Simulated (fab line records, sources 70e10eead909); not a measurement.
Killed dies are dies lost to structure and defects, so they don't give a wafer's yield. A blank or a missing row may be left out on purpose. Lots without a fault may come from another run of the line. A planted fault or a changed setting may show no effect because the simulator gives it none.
fab line records | flow nand_harc
record lots=15 wafers=45 last_day=34
route steps=1302 shown A_SGD_CUT@890 THIN_TSV@1264 END@1302
lots that met no fault: from a run of the same line without faults
start_h: hours from the record's first day to the start of the lot's first wafer shown | wait_h: hours since the lot's step before | " the same as in the row above | L1.1+2: a row that stands for several wafers | - no value, or no start given | * or withheld: withheld | < > ~ a bound
route shown NAME@n: a module of which the file shows steps, and the number in the route of the first | usual: mean/standard deviation of fault-free wafers | same: alike in all rows | chamber/n: place in a boat | sites: the reading at each site | _std_site: their standard deviation | _edge_site: outer sites' mean less inner sites' | radius_mm: how far each site lies from the wafer's centre | mask NAME#n: copy n | behind: the tool/chamber that last shaped the wafer | hold: why the lot was held/for how many hours/how that ended | device: the transistor (n, p or np) that didn't switch | end of line: the same wafers' tests at the end of the route | a step without rows: its recipe alone | killed: dies lost to structure and defects at the first sort, not the wafer's yield | map: a wafer's dies, x killed, . not, _ none there
set.NAME: the setting as run; set.NAME@STEP: as run at that earlier step | model.NAME: the simulator's own value behind a step, which no gauge read
steps of the route over a sample of lots; a table a step, a row a wafer
services: from which hour (start_h, from the record's first day; less than 0 if before it) a tool's chamber was out of use, for how many hours, and why
## steps
# step NHARC_A_SGD_CUT_DEP_00
# recipe target_thk_a=500 temp_c=400 target_thk_nm=50 flow_sccm=200 rf_w=450 material=SiNx
# usual heater_power_w=678/96
# columns lot.wafer tool chamber start_h wait_h heater_power_w
L245.2 pecvd-03 0 446.22 0.1 534
L245.6 " 1 " " 645
L245.5 " 2 " " 911
L247.1 pecvd-01 0 456.97 0.1 616
L247.3 " 1 " " 708
L247.4 " 1 " " 693
L246.2 pecvd-01 0 457.31 0.1 718
L246.1 " 1 " " 625
L246.5 " 2 " " 809
L251.2 pecvd-03 2 509.01 0.1 833
L251.1 " 0 " " 457
L251.5 " 2 " " 848
L252.1 pecvd-03 1 521.56 0.1 771
L252.2 " 0 " " 566
L252.4 " 2 " " 890
L253.2 pecvd-03 2 535.75 0.1 831
L253.3 " 0 " " 533
L253.5 " 1 " " 713
L260.3 pecvd-01 2 573.59 0.1 721
L260.5 " 1 " " 655
L260.6 " 2 " " 742
L258.3 pecvd-01 1 581.35 0.1 659
L258.1 " 2 " " 699
L258.5 " 0 " " 615
L261.1 pecvd-01 2 611.08 0.1 636
L261.3 " 0 " " 753
L261.5 " 1 " " 612
L262.1 pecvd-03 1 611.70 0.1 738
L262.3 " 2 " " 819
L262.6 " 1 " " 750
L264.1 pecvd-04 1 627.77 0.1 561
L264.6 " 1 " " 557
L264.4 " 0 " " 677
L263.3 pecvd-01 2 630.64 0.1 787
L263.6 " 0 " " 716
L263.4 " 1 " " 657
L265.1 pecvd-01 0 646.88 0.1 743
L265.3 " 1 " " 645
L265.4 " 0 " " 756
L268.2 pecvd-03 0 674.16 0.1 457
L268.5 " 0 " " 460
L268.4 " 1 " " 787
L267.3 pecvd-03 1 674.54 0.1 643
L267.2 " 2 " " 695
L267.5 " 1 " " 645
# step NHARC_THIN_TSV_CD_MEAS_16
# usual cd_nm=1000.5/1.9
# columns lot.wafer tool chamber start_h wait_h cd_nm
L245.2 cd_sem-01 - 557.60 0.1 997.9
L245.5 " - " " 1001.5
L245.6 " - " " 1000.0
L246.1 cd_sem-02 - 585.87 0.1 1006.8
L246.2 " - " " 1004.2
L246.5 " - " " 1002.5
L247.1 cd_sem-03 - 588.39 0.1 1000.6
L247.3 " - " " 1000.1
L247.4 " - " " 1001.9
L260.3 cd_sem-01 - 685.10 0.1 1000.6
L260.5 " - " " 999.2
L260.6 " - " " 1000.1
L258.1 cd_sem-03 - 690.12 0.1 1000.4
L258.3 " - " " 1004.3
L258.5 " - " " 1001.7
L262.1 cd_sem-02 - 719.12 0.1 999.0
L262.3 " - " " 1000.2
L262.6 " - " " 1000.1
L261.1 cd_sem-02 - 720.04 0.1 999.6
L261.3 " - " " 998.5
L261.5 " - " " 1000.7
L264.1 cd_sem-03 - 738.94 0.1 999.5
L264.4 " - " " 1000.0
L264.6 " - " " 1000.0
L263.3 cd_sem-02 - 748.17 0.2 998.7
L263.4 " - " " 1001.9
L263.6 " - " " 1000.5
L265.1 cd_sem-01 - 758.08 0.1 999.0
L265.3 " - " " 999.4
L265.4 " - " " 1001.3
L268.2 cd_sem-03 - 786.81 0.2 998.3
L268.4 " - " " 999.0
L268.5 " - " " 999.9
L267.2 cd_sem-02 - 790.68 0.1 996.8
L267.3 " - " " 997.1
L267.5 " - " " 996.4
# step NHARC_THIN_TSV_STRIP_45
# recipe power_w=1500 temp_c=250 chemistry=O2
# usual drypump_motor_current_A=5.75/0.15 heater_power_w=323/15
# columns lot.wafer tool chamber start_h wait_h drypump_motor_current_A heater_power_w rf_hours_counter_h
L245.2 plasma_asher-02 0 557.73 0.1 5.66 292 26
L245.6 " 1 " " 6.00 334 -
L245.5 " 0 " " 5.67 295 -
L246.2 plasma_asher-01 0 585.94 0.1 5.85 328 11
L246.1 " 1 " " 5.58 317 11
L246.5 " 1 " " 5.59 332 -
L247.1 plasma_asher-01 1 588.46 0.1 5.54 319 12
L247.4 " 1 " " 5.54 325 -
L247.3 " 0 " " 5.82 329 -
L260.3 plasma_asher-01 0 685.31 0.2 5.81 332 -
L260.5 " 1 " " 5.58 314 -
L260.6 " 0 " " 5.81 332 -
L258.1 plasma_asher-02 1 690.19 0.1 5.98 328 16
L258.3 " 0 " " 5.67 292 -
L258.5 " 0 " " 5.68 293 -
L262.1 plasma_asher-01 1 719.25 0.1 5.57 351 2
L262.3 " 0 " " 5.84 332 -
L262.6 " 1 " " 5.58 346 -
L261.1 plasma_asher-02 0 720.16 0.1 5.66 300 23
L261.3 " 1 " " 5.98 337 -
L261.5 " 0 " " 5.67 293 -
L264.1 plasma_asher-02 0 739.06 0.1 5.70 299 27
L264.4 " 1 " " 5.98 329 -
L264.6 " 0 " " 5.68 297 -
L263.4 plasma_asher-01 1 748.33 0.2 5.58 342 -
L263.3 " 0 " " 5.85 321 -
L263.6 " 1 " " 5.59 347 -
L265.1 plasma_asher-02 1 758.16 0.1 5.96 331 30
L265.4 " 1 " " 5.91 330 -
L265.3 " 0 " " 5.68 300 -
L268.2 plasma_asher-01 0 786.93 0.1 5.84 328 16
L268.4 " 0 " " 5.81 327 -
L268.5 " 0 " " 5.80 336 -
L267.2 plasma_asher-01 1 790.75 0.1 5.58 343 16
L267.3 " 1 " " 5.55 348 -
L267.5 " 0 " " 5.81 323 -
# step NHARC_THIN_TSV_CD_MEAS_37
# usual cd_nm=5001/3.3
# columns lot.wafer tool chamber start_h wait_h cd_nm
L245.2 cd_sem-02 - 563.91 - 4997
L245.5 " - " " 5000
L245.6 " - " " 5001
L246.1 cd_sem-01 - 592.43 - 5009
L246.2 " - " " 5009
L246.5 " - " " 5003
L247.1 cd_sem-01 - 594.97 - 4998
L247.3 " - " " 4997
L247.4 " - " " 5005
L260.3 cd_sem-02 - 691.48 - 5004
L260.5 " - " " 5000
L260.6 " - " " 4998
L258.1 cd_sem-02 - 696.63 - 4997
L258.3 " - " " 5002
L258.5 " - " " 5001
L262.1 cd_sem-03 - 725.70 - 4999
L262.3 " - " " 4999
L262.6 " - " " 5002
L261.1 cd_sem-01 - 726.44 - 5001
L261.3 " - " " 4999
L261.5 " - " " 5000
L264.1 cd_sem-02 - 745.16 - 5004
L264.4 " - " " 5000
L264.6 " - " " 5001
L263.3 cd_sem-01 - 754.64 - 5003
L263.4 " - " " 5007
L263.6 " - " " 5005
L265.1 cd_sem-01 - 764.47 - 5005
L265.3 " - " " 4997
L265.4 " - " " 5000
L268.2 cd_sem-02 - 793.35 - 4996
L268.4 " - " " 4997
L268.5 " - " " 5003
L267.2 cd_sem-03 - 797.13 - 5000
L267.3 " - " " 4999
L267.5 " - " " 4998
# step NHARC_END_SORT_01
# recipe temp_c=25
# usual killed_at_array=53/18 killed_at_other=0.8/1.1 killed_at_periphery=4.1/2.7 killed_dies=58/18 killed_open=3.1/1.7 killed_short=2.7/1.7
# same gross_dies=677
# columns lot.wafer tool chamber start_h wait_h killed_at_array killed_at_other killed_at_periphery killed_dies killed_open killed_short
L251.1 prober-01 0 630.38 2.5 668 1 5 674 2 2
L251.2 prober-01 0 631.17 2.8 665 0 1 666 2 0
L251.5 prober-01 0 633.55 3.7 664 0 6 670 3 1
L252.1 prober-02 0 651.61 2.5 666 0 3 669 1 4
L252.2 prober-02 0 652.41 2.8 667 1 9 677 4 2
L252.4 prober-02 0 654.02 3.4 668 1 5 674 2 1
L253.2 prober-01 0 658.05 2.8 671 0 2 673 3 3
L253.3 prober-01 0 658.85 3.1 652 0 5 657 4 4
L253.5 prober-01 0 660.46 3.7 673 0 2 675 2 6
L258.1 prober-01 0 705.87 2.5 53 1 1 55 0 6
# killed by level:class
L251.1 A_SGD_CUT:area_dep=617 A_SLIT:chamber_film_flake=27 A_CHANNEL_HOLE_D2:chamber_film_flake=10 A_CHANNEL_FILL_D1:chamber_film_flake=3 A_CONTACT:chamber_film_flake=3 P_GATE:chamber_film_flake=2 A_CHANNEL_HOLE_D1:chamber_film_flake=2 A_STAIRCASE:chamber_film_flake=2
L251.2 A_SGD_CUT:area_dep=631 A_SLIT:chamber_film_flake=20 A_CHANNEL_HOLE_D2:chamber_film_flake=6 A_CHANNEL_FILL_D1:chamber_film_flake=2 A_CONTACT:chamber_film_flake=2 A_ONON_D1:geometric_particle:open=1 A_BLC:geometric_particle:open=1 P_GATE:chamber_film_flake=1
L251.5 A_SGD_CUT:area_dep=612 A_SLIT:chamber_film_flake=26 A_CHANNEL_HOLE_D2:chamber_film_flake=7 A_CHANNEL_FILL_D1:chamber_film_flake=4 A_STAIRCASE:chamber_film_flake=4 A_CHANNEL_HOLE_D1:chamber_film_flake=3 A_CONTACT:chamber_film_flake=3 P_ZERO_WELL:chamber_film_flake=2
L252.1 A_SGD_CUT:area_dep=634 A_CHANNEL_HOLE_D2:chamber_film_flake=13 A_CHANNEL_HOLE_D1:chamber_film_flake=5 P_ZERO_WELL:chamber_film_flake=3 A_SLIT:chamber_film_flake=3 A_WL_FILL:chamber_film_flake=2 A_DECK1_JOINT:geometric_particle:open=1 A_DECK1_JOINT:geometric_particle:short=1
L252.2 A_SGD_CUT:area_dep=650 P_ZERO_WELL:chamber_film_flake=6 A_CHANNEL_HOLE_D2:chamber_film_flake=6 P_GATE:chamber_film_flake=3 A_CHANNEL_FILL_D1:geometric_particle:short=2 A_CHANNEL_HOLE_D1:chamber_film_flake=2 A_WL_FILL:chamber_film_flake=2 A_ONON_D1:geometric_particle:open=1
L252.4 A_SGD_CUT:area_dep=647 A_CHANNEL_HOLE_D2:chamber_film_flake=9 A_CHANNEL_HOLE_D1:chamber_film_flake=6 P_GATE:chamber_film_flake=3 P_M0:geometric_particle:open=1 A_ONON_D2:geometric_particle:open=1 A_WL_FILL:geometric_particle:short=1 P_ZERO_WELL:chamber_film_flake=1
L253.2 A_SGD_CUT:area_dep=575 A_SLIT:chamber_film_flake=37 A_CHANNEL_HOLE_D1:chamber_film_flake=30 A_CHANNEL_HOLE_D2:chamber_film_flake=12 A_STAIRCASE:chamber_film_flake=4 A_CONTACT:chamber_film_flake=4 A_ONON_D1:geometric_particle:short=3 P_STI:chamber_film_flake=2
L253.3 A_SGD_CUT:area_dep=578 A_SLIT:chamber_film_flake=26 A_CHANNEL_HOLE_D1:chamber_film_flake=16 A_CHANNEL_HOLE_D2:chamber_film_flake=13 A_STAIRCASE:chamber_film_flake=9 A_CHANNEL_HOLE_D2:geometric_particle:open=2 P_STI:chamber_film_flake=2 A_DECK1_JOINT:chamber_film_flake=2
L253.5 A_SGD_CUT:area_dep=607 A_SLIT:chamber_film_flake=27 A_CHANNEL_HOLE_D2:chamber_film_flake=12 A_CHANNEL_HOLE_D1:chamber_film_flake=10 A_STAIRCASE:chamber_film_flake=6 A_CONTACT:chamber_film_flake=3 A_CHANNEL_FILL_D1:geometric_particle:short=2 A_CHANNEL_FILL_D1:chamber_film_flake=2
L258.1 A_SLIT:chamber_film_flake=31 A_CHANNEL_HOLE_D1:chamber_film_flake=6 A_STAIRCASE:chamber_film_flake=4 A_ONON_D2:geometric_particle:short=3 A_BLC:chamber_film_flake=3 A_SGD_CUT:geometric_particle:short=1 A_WL_FILL:geometric_particle:short=1 A_M1:geometric_particle:short=1
## services
# columns tool chamber start_h hours kind
plasma_asher-02 - 426.27 9.0 pm
pecvd-04 - 450.06 13.0 pm
pecvd-01 - 492.45 13.0 pm
pecvd-03 - 499.00 1.1 repair
pecvd-01 - 516.96 1.6 repair
plasma_asher-01 - 519.00 9.0 pm
pecvd-03 - 536.63 0.7 repair
pecvd-03 - 547.56 13.0 pm
plasma_asher-02 - 561.47 2.1 repair
plasma_asher-02 - 603.29 9.0 pm
pecvd-03 - 612.10 0.4 repair
pecvd-03 1 629.25 18.9 repair
pecvd-04 - 631.06 13.0 pm
pecvd-01 0 653.65 6.4 repair
pecvd-01 - 673.45 13.0 pm
plasma_asher-01 - 680.45 0.8 repair
plasma_asher-01 - 696.12 9.0 pm
pecvd-04 0 701.63 3.5 repair
pecvd-03 - 713.71 1.1 repair
pecvd-01 - 713.92 0.9 repair
pecvd-03 - 717.17 0.6 repair
pecvd-03 - 728.59 13.0 pm
plasma_asher-02 - 780.29 9.0 pm
pecvd-01 0 788.46 17.3 repair
## key
first_sign step=NHARC_END_SORT_01 reading=killed_dies direction=up sigmas=34 usual=58 struck=671
effect step=NHARC_END_SORT_01 reading=killed_at_array direction=up sigmas=34 usual=53 struck=666
more_kills_born_at NHARC_A_SGD_CUT_DEP_00@pecvd-03=5551
met_at NHARC_A_SGD_CUT_DEP_00
struck_lots L251,L252,L253
later_rows_left_out L251.1,L251.2,L251.5,L252.1,L252.2,L252.4,L253.2,L253.3,L253.5
tester_left_out L251,L252,L253
not_acting_at NHARC_THIN_TSV_CD_MEAS_16,NHARC_THIN_TSV_STRIP_45,NHARC_THIN_TSV_CD_MEAS_37
onset_between 446.22 509.01
fault kind=process_parameter_drift tool=pecvd-03 chamber=- onset_h=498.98 steps=NHARC_A_SGD_CUT_DEP_00 channel=target_thk_a offset=* shape=step end_h=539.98 acts_in=* stated=*
# tester_left_out: of these lots the tester's yield and bins aren't shown, on N5 and GAA mostly nor the transistor test; their killed dies are dies lost to structure and defects alone, not to doping, threshold or leakage, so they don't give the yield
# later_rows_left_out: the simulator's readings of these wafers behind a module that went badly wrong aren't trusted and aren't shown, but for the sort
